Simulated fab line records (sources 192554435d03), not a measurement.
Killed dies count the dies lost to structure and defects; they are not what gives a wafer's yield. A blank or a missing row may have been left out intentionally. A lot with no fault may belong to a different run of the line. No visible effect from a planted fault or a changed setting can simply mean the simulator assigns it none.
fab line records + flow n5-finfet
record:
- lots: 13
- wafers: 33
- last-day: 18
route steps=1938 shown HKMG_FIN@447 PAD_METAL@1896 PASSIVATION@1930
lots that met no fault: taken from a fault-free run of the same line
start-h: hours from the record's first day to the start of the lot's first wafer shown + wait-h: hours since the lot's step before + " repeats the value in the row above + L1.1+2: several wafers, shown together as one row + - no value, or no start given + * or withheld: withheld + < > ~ a bound
route shown NAME@n: a module of which the file shows steps, and the number in the route of the first + usual: average and standard deviation across the fault-free wafers + same: alike in all rows + chamber/n: place in a boat + sites: per-site readings + _std_site: standard deviation across them + _edge_site: mean of outer sites minus mean of inner sites + radius-mm: how far each site lies from the wafer's centre + mask NAME#n: copy n + behind: tool/chamber where the wafer was last shaped + hold: cause of the lot's hold/its duration in hours/its outcome + device: which transistor (n, p or np) failed to switch + end of line: the tests these same wafers got at the end of their route + where a step has no rows: the recipe by itself + killed: not the wafer's yield, but the dies lost to structure and defects at the first sort + map: a wafer's dies, marking killed ones x, the rest . and places with no die _
set.NAME: the setting as run; set.NAME@STEP: as run at that earlier step + model.NAME: the simulator's own value behind a step, which no gauge read
route steps across a sampled set of lots; one table per step, one row per wafer
services: from which hour (start-h, from the record's first day; less than 0 if before it) a tool's chamber was out of use, for how many hours, and why
== steps ==
step: N5_HKMG_FIN_STRIP_88
recipe:
- chemistry: N2/H2
- power-w: 2500
- temp-c: 300
- h2-frac: 0.65
- time-s: 360
- pressure-mtorr: withheld
- n2-flow-sccm: 1750
- h2-flow-sccm: 3250
usual:
- drypump-motor-current-A: 5.7/0.47
- heater-power-w: 512/40
- n2-flow-sccm: 1751/5.2
| lot.wafer | tool            | chamber | start-h | wait-h | drypump-motor-current-A | heater-power-w | n2-flow-sccm | rf-hours-counter-h |
|-----------|-----------------|---------|---------|--------|-------------------------|----------------|--------------|--------------------|
| L671.1    | plasma-asher-02 | 0       | 81.98   | 0.0    | 5.7                     | 480            | 1740         | 92                 |
| L671.4    | "               | 0       | "       | "      | 5.7                     | 481            | 1757         | -                  |
| L673.2    | plasma-asher-02 | 0       | 94.86   | 0.0    | 5.7                     | 480            | 1754         | 95                 |
| L673.4    | "               | 1       | "       | "      | 6.3                     | 488            | 1748         | -                  |
| L673.6    | "               | 1       | "       | "      | 6.3                     | 493            | 1751         | -                  |
| L675.2    | plasma-asher-01 | 0       | 105.90  | 0.0    | 4.9                     | 576            | 1745         | 40                 |
| L675.3    | "               | 0       | "       | "      | 5.0                     | 573            | 1750         | -                  |
| L675.6    | "               | 1       | "       | "      | 5.5                     | 505            | 1752         | -                  |
| L676.1    | plasma-asher-01 | 1       | 113.02  | 0.0    | 5.5                     | 498            | 1747         | 42                 |
| L676.3    | "               | 1       | "       | "      | 5.5                     | 513            | 1753         | -                  |
| L676.6    | "               | 1       | "       | "      | 5.5                     | 504            | 1752         | -                  |
| L678.1    | plasma-asher-01 | 1       | 125.03  | 0.0    | 5.5                     | 504            | 1750         | 44                 |
| L678.5    | "               | 0       | "       | "      | 5.0                     | 602            | 1744         | -                  |
| L679.4    | plasma-asher-02 | 0       | 131.55  | 0.1    | 5.7                     | 478            | 1751         | -                  |
| L679.6    | "               | 1       | "       | "      | 6.3                     | 499            | 1747         | -                  |
| L681.1    | plasma-asher-01 | 0       | 143.37  | 0.0    | 5.0                     | 568            | 1757         | 47                 |
| L681.3    | "               | 1       | "       | "      | 5.5                     | 509            | 1751         | -                  |
| L681.5    | "               | 0       | "       | "      | 5.0                     | 580            | 1756         | -                  |
| L682.1    | plasma-asher-01 | 1       | 151.57  | 0.3    | 5.5                     | 518            | 1750         | 48                 |
| L682.5    | "               | 1       | "       | "      | 5.5                     | 505            | 1743         | -                  |
| L683.5    | plasma-asher-01 | 1       | 155.48  | 0.3    | 5.5                     | 508            | 1762         | -                  |
| L683.6    | "               | 0       | "       | "      | 4.9                     | 590            | 1751         | -                  |
| L687.1    | plasma-asher-02 | 1       | 181.11  | 0.0    | 6.3                     | 508            | 1756         | 113                |
| L687.5    | "               | 0       | "       | "      | 5.7                     | 472            | 1749         | -                  |
| L689.2    | plasma-asher-01 | 0       | 192.77  | 0.0    | 5.0                     | 575            | 1754         | 57                 |
| L689.4    | "               | 0       | "       | "      | 5.0                     | 593            | 1756         | -                  |
| L689.5    | "               | 0       | "       | "      | 5.0                     | 583            | 1749         | -                  |
| L691.3    | plasma-asher-02 | 1       | 209.03  | 0.1    | 6.3                     | 498            | 1741         | -                  |
| L691.4    | "               | 0       | "       | "      | 5.7                     | 469            | 1748         | -                  |
| L691.6    | "               | 0       | "       | "      | 5.7                     | 463            | 1754         | -                  |
| L692.1    | plasma-asher-02 | 0       | 210.63  | 0.0    | 5.7                     | 477            | 1754         | 116                |
| L692.5    | "               | 1       | "       | "      | 6.3                     | 505            | 1750         | -                  |
| L692.6    | "               | 0       | "       | "      | 5.7                     | 477            | 1752         | -                  |
step: N5_PASSIVATION_AL_DEP_21
recipe:
- material: Al
- target-thk-a: 28000
- temp-c: 400
- time-s: 170
- power-w: 30000
- chamber-pressure-pa: 0.4
- gas: Ar
usual:
- cathode-dc-power-W: 30000/5.6
- throttle-valve-pct: 30.3/1
| lot.wafer | tool           | chamber | start-h | wait-h | cathode-dc-power-W | throttle-valve-pct |
|-----------|----------------|---------|---------|--------|--------------------|--------------------|
| L671.1    | pvd-sputter-01 | -       | 281.93  | 0.1    | 29994              | 28.4               |
| L671.4    | "              | -       | "       | "      | 30002              | 30.1               |
| L673.2    | pvd-sputter-02 | -       | 287.05  | 0.1    | 30006              | 29.8               |
| L673.4    | "              | -       | "       | "      | 29997              | 32.2               |
| L673.6    | "              | -       | "       | "      | 30001              | 29.5               |
| L675.2    | pvd-sputter-03 | -       | 317.82  | 0.1    | 30011              | 31.9               |
| L675.3    | "              | -       | "       | "      | 30001              | 30.5               |
| L675.6    | "              | -       | "       | "      | 30007              | 32.1               |
| L678.1    | pvd-sputter-03 | -       | 322.00  | 0.1    | 29997              | 29.8               |
| L678.5    | "              | -       | "       | "      | 30003              | 31.8               |
| L679.4    | pvd-sputter-03 | -       | 326.50  | 0.1    | 30007              | 30.2               |
| L679.6    | "              | -       | "       | "      | 30000              | 30.6               |
| L676.1    | pvd-sputter-02 | -       | 327.96  | 0.1    | 29992              | 30.0               |
| L676.3    | "              | -       | "       | "      | 29996              | 29.6               |
| L676.6    | "              | -       | "       | "      | 30003              | 29.8               |
| L681.1    | pvd-sputter-02 | -       | 341.90  | 0.1    | 30002              | 29.7               |
| L681.3    | "              | -       | "       | "      | 29992              | 29.5               |
| L681.5    | "              | -       | "       | "      | 30010              | 29.5               |
| L682.1    | pvd-sputter-01 | -       | 341.90  | 0.1    | 30004              | 29.4               |
| L682.5    | "              | -       | "       | "      | 29999              | 29.2               |
| L683.5    | pvd-sputter-01 | -       | 345.90  | 0.1    | 30001              | 30.1               |
| L683.6    | "              | -       | "       | "      | 30010              | 30.3               |
| L689.4    | pvd-sputter-03 | -       | 386.36  | 0.1    | 29999              | 30.3               |
| L689.5    | "              | -       | "       | "      | 29998              | 30.2               |
| L691.3    | pvd-sputter-01 | -       | 389.66  | 0.1    | 30001              | 30.2               |
| L691.4    | "              | -       | "       | "      | 30015              | 29.3               |
| L691.6    | "              | -       | "       | "      | 29999              | 28.3               |
| L687.1    | pvd-sputter-02 | -       | 399.27  | 0.1    | 30002              | 32.1               |
| L687.5    | "              | -       | "       | "      | 29998              | 29.9               |
| L692.1    | pvd-sputter-01 | -       | 416.01  | 0.1    | 29996              | 30.4               |
| L692.5    | "              | -       | "       | "      | 30009              | 28.6               |
| L692.6    | "              | -       | "       | "      | 29990              | 29.4               |
step: N5_PASSIVATION_ETCH_54
recipe:
- chemistry: CHF3/O2
- target: SiO2
- target-depth-a: 8800
- CHF3_flow_sccm: 50
- O2_flow_sccm: 5
- Ar_flow_sccm: 200
- time-s: 440
- mask-material: PR
- pressure-mtorr: 30
- source-w: 650
- bias-w: 170
- ion-energy-ev: 200
usual:
- O2_flow_sccm: 5.002/0.014
- drypump-motor-current-A: 5.7/0.42
- oes-product-au: 0.80/0.08
- rf-fwd-power-W: 649.1/2.2
- rf-vpp-V: 527/21
- showerhead-plenum-p-Torr: 2.45/0.082
- throttle-valve-pct: 18.78/0.23
| lot.wafer | tool        | chamber | start-h | wait-h | O2_flow_sccm | drypump-motor-current-A | oes-product-au | rf-fwd-power-W | rf-hours-counter-h | rf-vpp-V | showerhead-plenum-p-Torr | throttle-valve-pct |
|-----------|-------------|---------|---------|--------|--------------|-------------------------|----------------|----------------|--------------------|----------|--------------------------|--------------------|
| L671.1    | rie-diel-01 | 2       | 284.66  | 0.1    | 5.008        | 5.1                     | 0.83           | 650.4          | 83                 | 480      | 2.33                     | 18.56              |
| L671.4    | "           | 0       | "       | "      | 5.029        | 5.8                     | 0.69           | 647.2          | 214                | 548      | 2.48                     | 18.95              |
| L673.2    | rie-diel-01 | 2       | 289.86  | 0.1    | 5.008        | 5.1                     | 0.82           | 647.4          | 85                 | 479      | 2.32                     | 18.54              |
| L673.4    | "           | 1       | "       | "      | 5.013        | 6.1                     | 0.71           | 647.6          | 225                | 530      | 2.38                     | 18.91              |
| L673.6    | "           | 3       | "       | "      | 4.994        | 5.7                     | 0.67           | 647.4          | -                  | 542      | 2.47                     | 19.32              |
| L675.2    | rie-diel-01 | 2       | 321.20  | 0.1    | 5.021        | 5.1                     | 0.81           | 645.8          | 98                 | 481      | 2.32                     | 18.58              |
| L675.3    | "           | 0       | "       | "      | 5.007        | 5.8                     | 0.68           | 646.9          | 228                | 547      | 2.47                     | 18.95              |
| L675.6    | "           | 0       | "       | "      | 4.998        | 5.8                     | 0.68           | 650.2          | -                  | 547      | 2.47                     | 18.97              |
| L678.1    | rie-diel-01 | 2       | 324.93  | 0.1    | 4.996        | 5.1                     | 0.81           | 648.3          | 100                | 479      | 2.32                     | 18.57              |
| L678.5    | "           | 2       | "       | "      | 4.997        | 5.1                     | 0.81           | 644.8          | -                  | 480      | 2.32                     | 18.58              |
| L679.4    | rie-diel-02 | 0       | 329.26  | 0.1    | 5.004        | 5.1                     | 0.90           | 646.1          | 11                 | 532      | 2.56                     | 18.63              |
| L679.6    | "           | 2       | "       | "      | 5.021        | 5.3                     | 0.82           | 652.3          | -                  | 511      | 2.55                     | 18.94              |
| L676.1    | rie-diel-03 | 1       | 330.70  | 0.1    | 4.985        | 6.2                     | 0.85           | 648.8          | 49                 | 523      | 2.32                     | 18.15              |
| L676.3    | "           | 2       | "       | "      | 4.982        | 5.5                     | 0.71           | 648.7          | 197                | 533      | 2.41                     | 19.06              |
| L676.6    | "           | 0       | "       | "      | 4.994        | 5.4                     | 0.89           | 644.9          | -                  | 547      | 2.52                     | 18.49              |
| L682.1    | rie-diel-01 | 3       | 344.82  | 0.1    | 4.999        | 5.8                     | 0.97           | 648.7          | 5                  | 541      | 2.47                     | 18.86              |
| L682.5    | "           | 2       | "       | "      | 5.001        | 5.2                     | 0.80           | 651.0          | -                  | 481      | 2.32                     | 18.60              |
| L681.1    | rie-diel-01 | 1       | 345.41  | 0.1    | 5.007        | 6.1                     | 0.70           | 648.2          | 247                | 530      | 2.38                     | 18.93              |
| L681.3    | "           | 2       | "       | "      | 4.997        | 5.1                     | 0.79           | 653.2          | 108                | 480      | 2.32                     | 18.60              |
| L681.5    | "           | 1       | "       | "      | 5.007        | 6.0                     | 0.70           | 649.7          | -                  | 530      | 2.38                     | 18.93              |
| L683.5    | rie-diel-01 | 1       | 348.98  | 0.1    | 5.001        | 6.1                     | 0.70           | 654.2          | -                  | 530      | 2.37                     | 18.93              |
| L683.6    | "           | 2       | "       | "      | 4.997        | 5.1                     | 0.80           | 648.2          | -                  | 480      | 2.32                     | 18.60              |
| L689.4    | rie-diel-02 | 2       | 389.32  | 0.1    | 4.968        | 5.3                     | 0.80           | 651.7          | 95                 | 513      | 2.55                     | 18.97              |
| L689.5    | "           | 1       | "       | "      | 5.018        | 5.9                     | 0.84           | 647.0          | -                  | 547      | 2.53                     | 18.62              |
| L691.3    | rie-diel-02 | 1       | 392.39  | 0.1    | 4.996        | 5.9                     | 0.83           | 648.1          | 68                 | 546      | 2.53                     | 18.62              |
| L691.4    | "           | 0       | "       | "      | 4.970        | 5.0                     | 0.87           | 649.2          | 33                 | 532      | 2.55                     | 18.67              |
| L691.6    | "           | 1       | "       | "      | 4.990        | 5.9                     | 0.84           | 645.2          | -                  | 544      | 2.52                     | 18.64              |
| L687.1    | rie-diel-03 | 1       | 402.05  | 0.1    | 5.006        | 6.2                     | 0.81           | 650.8          | 72                 | 522      | 2.32                     | 18.19              |
| L687.5    | "           | 2       | "       | "      | 5.008        | 5.6                     | 0.69           | 646.1          | -                  | 533      | 2.40                     | 19.07              |
| L692.1    | rie-diel-01 | 0       | 418.83  | 0.1    | 5.007        | 5.8                     | 0.96           | 650.4          | 4                  | 547      | 2.46                     | 18.61              |
| L692.5    | "           | 3       | "       | "      | 5.022        | 5.8                     | 0.90           | 650.3          | -                  | 542      | 2.45                     | 18.91              |
| L692.6    | "           | 0       | "       | "      | 5.008        | 5.8                     | 0.94           | 649.0          | -                  | 547      | 2.46                     | 18.61              |
step: N5_PASSIVATION_PROBE_49
usual:
- defect-limited-yield: 91.5/1.5
- killed_at_M0_to_M3: 33/9.9
- killed_at_M4_up: 14/5.2
- killed-at-contacts: 11/5.2
- killed-at-front-end: 38/10
- killed-at-other: 4/3.5
- killed-dies: 100/18
- killed-open: 66/14
- killed-short: 32/6.9
- sort_bin_5_function: 5.0/1
- sort_bin_6_memory: 3.1/0.69
- sort_bin_8_speed: 0.03/0.26
- sort-n-pass: 1080/18
- sort-yield-pct: 91.5/1.5
same:
- gross-dies: 1180
- killed-at-back-side: 0
- sort_bin_4_leakage[%]: 0
| lot.wafer | tool      | chamber | start-h | wait-h | defect-limited-yield[%] | killed_at_M0_to_M3 | killed_at_M4_up | killed-at-contacts | killed-at-front-end | killed-at-other | killed-dies | killed-open | killed-short | sort_bin_5_function[%] | sort_bin_6_memory[%] | sort_bin_8_speed[%] | sort-n-pass | sort-yield-pct[%] |
|-----------|-----------|---------|---------|--------|-------------------------|--------------------|-----------------|--------------------|---------------------|-----------------|-------------|-------------|--------------|------------------------|----------------------|---------------------|-------------|-------------------|
| L683.5    | prober-02 | -       | 351.84  | 0.2    | 92.9                    | 37                 | 11              | 4                  | 32                  | 0               | 84          | 54          | 23           | 3.4                    | 2.6                  | 0                   | 1096        | 92.9              |
| L683.6    | prober-02 | -       | 351.89  | 0.3    | 92.8                    | 34                 | 13              | 6                  | 28                  | 4               | 85          | 58          | 27           | 3.6                    | 3.4                  | 0                   | 1095        | 92.8              |
| L689.4    | prober-01 | -       | 392.25  | 0.2    | 79.5                    | 31                 | 15              | 17                 | 178                 | 1               | 242         | 71          | 32           | 13.4                   | 4.3                  | 0                   | 938         | 79.5              |
| L689.5    | prober-01 | -       | 392.30  | 0.2    | 77.9                    | 34                 | 12              | 15                 | 198                 | 2               | 261         | 82          | 39           | 13.5                   | 5.6                  | 0                   | 919         | 77.9              |
| L691.3    | prober-02 | -       | 395.30  | 0.1    | 91.9                    | 43                 | 10              | 5                  | 35                  | 2               | 95          | 74          | 20           | 5.1                    | 2.7                  | 0                   | 1085        | 91.9              |
| L691.4    | prober-02 | -       | 395.35  | 0.2    | 91.7                    | 45                 | 20              | 11                 | 22                  | 0               | 98          | 63          | 33           | 4.7                    | 3.4                  | 0                   | 1082        | 91.7              |
| L691.6    | prober-02 | -       | 395.45  | 0.3    | 88.8                    | 47                 | 35              | 17                 | 31                  | 2               | 132         | 96          | 34           | 6.6                    | 4.6                  | 0                   | 1048        | 88.8              |
killed by level:class
L683.5 BEOL_M1:geometric-particle:open=10 STI_FIN_REVEAL:geometric-particle:open=9 BEOL_M0_SAQP:geometric-particle:short=8 BEOL_M0_SAQP:geometric-particle:open=7 BEOL_M2:geometric-particle:open=7 HKMG_FIN:area-etch=7 BEOL_M4:geometric-particle:open=6 MOL_CONTACT_COAG:geometric-particle:open=4
L683.6 BEOL_M1:geometric-particle:open=10 FIN_SAQP:geometric-particle:short=6 STI_FIN_REVEAL:geometric-particle:open=6 BEOL_M0_SAQP:geometric-particle:short=6 MOL_CONTACT_COAG:geometric-particle:open=5 BEOL_M0_SAQP:geometric-particle:open=5 BEOL_M2:geometric-particle:open=5 BEOL_M4:geometric-particle:open=5
L689.4 HKMG_FIN:unspecified=135 FIN_SAQP:geometric-particle:open=14 MOL_CONTACT_COAG:geometric-particle:open=14 BEOL_M0_SAQP:geometric-particle:open=14 BEOL_M0_SAQP:geometric-particle:short=9 FIN_SAQP:geometric-particle:short=7 STI_FIN_REVEAL:geometric-particle:open=7 BEOL_M4:geometric-particle:open=4
L689.5 HKMG_FIN:unspecified=137 FIN_SAQP:geometric-particle:open=16 MOL_CONTACT_COAG:geometric-particle:open=12 BEOL_M3:geometric-particle:open=12 STI_FIN_REVEAL:geometric-particle:open=11 FIN_SAQP:geometric-particle:short=10 STI_FIN_REVEAL:geometric-particle:short=6 DUMMY_GATE:geometric-particle:open=5
L691.3 BEOL_M0_SAQP:geometric-particle:open=9 BEOL_M2:geometric-particle:open=9 STI_FIN_REVEAL:geometric-particle:open=6 BEOL_M0_SAQP:geometric-particle:short=6 BEOL_M1:geometric-particle:open=6 FIN_SAQP:geometric-particle:open=5 DUMMY_GATE:geometric-particle:open=5 GATE_CUT:geometric-particle:short=5
L691.4 BEOL_M0_SAQP:geometric-particle:open=14 BEOL_M4:geometric-particle:open=11 BEOL_M0_SAQP:geometric-particle:short=10 MOL_CONTACT_COAG:geometric-particle:open=8 BEOL_M1:geometric-particle:open=7 STI_FIN_REVEAL:geometric-particle:open=6 GATE_CUT:geometric-particle:short=4 FIN_SAQP:geometric-particle:short=4
L691.6 BEOL_M4:geometric-particle:open=18 MOL_CONTACT_COAG:geometric-particle:open=16 BEOL_M1:geometric-particle:open=12 FIN_SAQP:geometric-particle:open=10 BEOL_M0_SAQP:geometric-particle:short=10 BEOL_M0_SAQP:geometric-particle:open=8 BEOL_M2:geometric-particle:open=5 STI_FIN_REVEAL:geometric-particle:open=4
== services ==
| tool            | chamber | start-h | hours | kind                          |
|-----------------|---------|---------|-------|-------------------------------|
| pvd-sputter-01  | -       | 90.43   | 3.6   | repair                        |
| pvd-sputter-01  | -       | 96.44   | 9.7   | repair                        |
| rie-diel-01     | 3       | 110.08  | 4.3   | repair                        |
| rie-diel-03     | 2       | 128.56  | 3.6   | repair                        |
| rie-diel-02     | 3       | 139.10  | 12.7  | repair                        |
| rie-diel-01     | 0       | 143.26  | 26.3  | repair                        |
| plasma-asher-01 | -       | 150.28  | 1.2   | repair                        |
| plasma-asher-01 | -       | 177.64  | 3.0   | repair                        |
| plasma-asher-02 | -       | 185.70  | 14.6  | pm                            |
| rie-diel-01     | 0       | 227.96  | 4.4   | repair                        |
| plasma-asher-01 | -       | 229.68  | 3.8   | repair                        |
| rie-diel-01     | 0       | 265.24  | 2.7   | repair                        |
| rie-diel-03     | 3       | 269.14  | 2.9   | repair                        |
| rie-diel-03     | 0       | 276.55  | 9.1   | repair                        |
| rie-diel-03     | 0       | 288.37  | 9.7   | repair                        |
| rie-diel-02     | -       | 297.79  | 0.4   | repair                        |
| rie-diel-01     | 3       | 310.63  | -     | clean                         |
| rie-diel-01     | 3       | 310.63  | -     | consumable-replace:focus-ring |
| rie-diel-03     | 3       | 317.24  | 16.4  | repair                        |
| rie-diel-02     | 0       | 318.32  | 7.6   | repair                        |
| plasma-asher-02 | -       | 344.06  | 1.2   | repair                        |
| pvd-sputter-02  | -       | 362.16  | 3.7   | repair                        |
| pvd-sputter-03  | -       | 389.76  | 3.1   | repair                        |
| rie-diel-03     | 0       | 412.78  | 1.7   | repair                        |
== key ==
first-sign:
- step: N5_PASSIVATION_PROBE_49
- reading: killed-at-front-end
- direction: up
- sigmas: 15
- usual: 38
- struck: 188
effect:
- step: N5_PASSIVATION_PROBE_49
- reading: defect-limited-yield
- direction: down
- sigmas: 8.4
- usual: 91.5
- struck: 78.7
more-kills-born-at:
- N5_HKMG_FIN_STRIP_88@plasma-asher-01: 272
met-at N5_HKMG_FIN_STRIP_88
struck-lots L689
struck-wafers L689.2,L689.4,L689.5
rows-end L689.2
not-acting-at N5_PASSIVATION_AL_DEP_21,N5_PASSIVATION_ETCH_54
onset-between 155.48 192.77
fault:
- kind: chamber-particle-source
- tool: plasma-asher-01
- chamber: 0
- onset-h: 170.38
- steps: N5_HKMG_FIN_STRIP_88
- rate-per-visit-cm2: 1.0916
rows-end: these wafers met a further fault down the route, and their rows from its step on are left out
